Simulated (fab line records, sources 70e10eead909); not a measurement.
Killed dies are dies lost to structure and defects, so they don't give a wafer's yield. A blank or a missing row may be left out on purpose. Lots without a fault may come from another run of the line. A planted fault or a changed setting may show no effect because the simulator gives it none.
A struck lot beside a sound one | flow nand_harc | 15 steps out of a route of 1302
Sound: wafers L172.1, L172.3, L172.4. Struck: wafers L182.1, L182.2, L182.6. The cause comes at the end.
At each step with rows: each side's tool, then ch and its chambers, then its first start. Under that, the readings that differ: sound wafers | struck wafers | difference of the means | sigmas: that difference in standard deviations of wafers without a fault.
alike: readings whose means differ by less than 2 such deviations, and words and numbers that are the same on both sides. not compared: withheld readings, readings that some wafer has no value for, bounds like >300 that may hide the same value, and numbers for which the record gives no deviation and whose values overlap.
The two part at a step that has a row with sigmas, a row that says differs or no value, or rows on one side only. Numbers that don't overlap but have no deviation are shown without sigmas and don't part them. A reading that every wafer of one side lacks parts them only if that side has two wafers or more.

NHARC_A_CHANNEL_HOLE_D2_INSPECT_40:
  sound on defect_inspect-01, day 12 22:35; struck on defect_inspect-02, day 17 18:44
  alike: raw_defect_count
then, 2 steps without rows for these wafers: NHARC_A_CHANNEL_FILL_D2_PRECLEAN_00 (cleans in SC1); NHARC_A_CHANNEL_FILL_D2_SRD_01.
NHARC_A_CHANNEL_FILL_D2_ALD_02: deposits SiO2, target thk 6 nm, pulse time 10 s, ald cycles 60.
  sound on ald_hk-01 ch 0,1,3, day 12 22:47; struck on ald_hk-01 ch 0,2,3, day 17 19:05
  alike: heater_power_w, precursor_pulse_height_rel
then, 1 step without rows for these wafers: NHARC_A_CHANNEL_FILL_D2_ALD_03 (deposits SiNx, target thk 6 nm, pulse time 60 s, ald cycles 58).
NHARC_A_CHANNEL_FILL_D2_ALD_14: deposits SiO2, target thk 2.5 nm, pulse time 10 s, ald cycles 25.
  sound on ald_hk-02 ch 1,2,3, day 13 05:23; struck on ald_hk-01 ch 0,1, day 18 02:01
  alike: heater_power_w, precursor_pulse_height_rel
then, 1 step without rows for these wafers: NHARC_A_CHANNEL_FILL_D2_ALD_15 (deposits SiNx, target thk 2 nm, pulse time 60 s, ald cycles 19).
NHARC_A_CHANNEL_FILL_D2_ALD_16: deposits SiO2, target thk 1.5 nm, pulse time 10 s, ald cycles 15.
  sound on ald_hk-03 ch 1,2,3, day 13 13:03; struck on ald_hk-02 ch 0,2,3, day 18 07:17
  alike: heater_power_w, precursor_pulse_height_rel
then, 2 steps without rows for these wafers: NHARC_A_CHANNEL_FILL_D2_ANNEAL_17 (time 1800 s); NHARC_A_CHANNEL_FILL_D2_CVD_18 (deposits poly-Si, target thk 3 nm).
NHARC_A_CHANNEL_FILL_D2_ETCHBACK_19: etches the open film in HBr/Cl2, target depth 5 nm, time 1.7 s.
  sound on rie_si-03 ch 0,1,2, day 14 00:55; struck on rie_si-05 ch 0,1,2, day 18 18:29
  alike: drypump_motor_current_A, oes_product_au, throttle_valve_pct
  not compared: rf_hours_counter_h
NHARC_A_CHANNEL_FILL_D2_ETCHBACK_20: etches the open film in C4F8/O2/Ar, target depth 27 nm, time 13.5 s.
  sound on rie_diel-12 ch 1,2,3, day 14 01:02; struck on rie_diel-12 ch 0,3, day 18 18:37
  alike: oes_product_au, rf_vpp_V
  not compared: rf_hours_counter_h
NHARC_A_CHANNEL_FILL_D2_STRIP_28: strips in O2, time 20 s.
  sound on rie_diel-12 ch 0,2,3, day 14 01:08; struck on rie_diel-12 ch 1,2,3, day 18 18:43
  no value came back on the struck wafers for any of 8 readings (bias_w (W), chamber_pressure_mTorr (mTorr) and others); on the sound wafers bias_w (W) reads 0 0 0
then, 1 step without rows for these wafers: NHARC_A_CHANNEL_FILL_D2_PRECLEAN_21 (cleans in dHF, time 30 s).
-- the record jumps here: 10 days lie between the struck wafers' starts before and after (it left off in module A_CHANNEL_FILL_D2 and takes up again in module END, whose first step shown is number 1302 of the route) --
NHARC_END_SORT_01:
  the record has rows for the struck wafers here (prober-02 ch 0, day 28 14:28) and none for the sound ones

WHERE THEY PART
First at NHARC_A_CHANNEL_FILL_D2_STRIP_28; last, within this record, at NHARC_END_SORT_01.

WHY: what the simulator had put in
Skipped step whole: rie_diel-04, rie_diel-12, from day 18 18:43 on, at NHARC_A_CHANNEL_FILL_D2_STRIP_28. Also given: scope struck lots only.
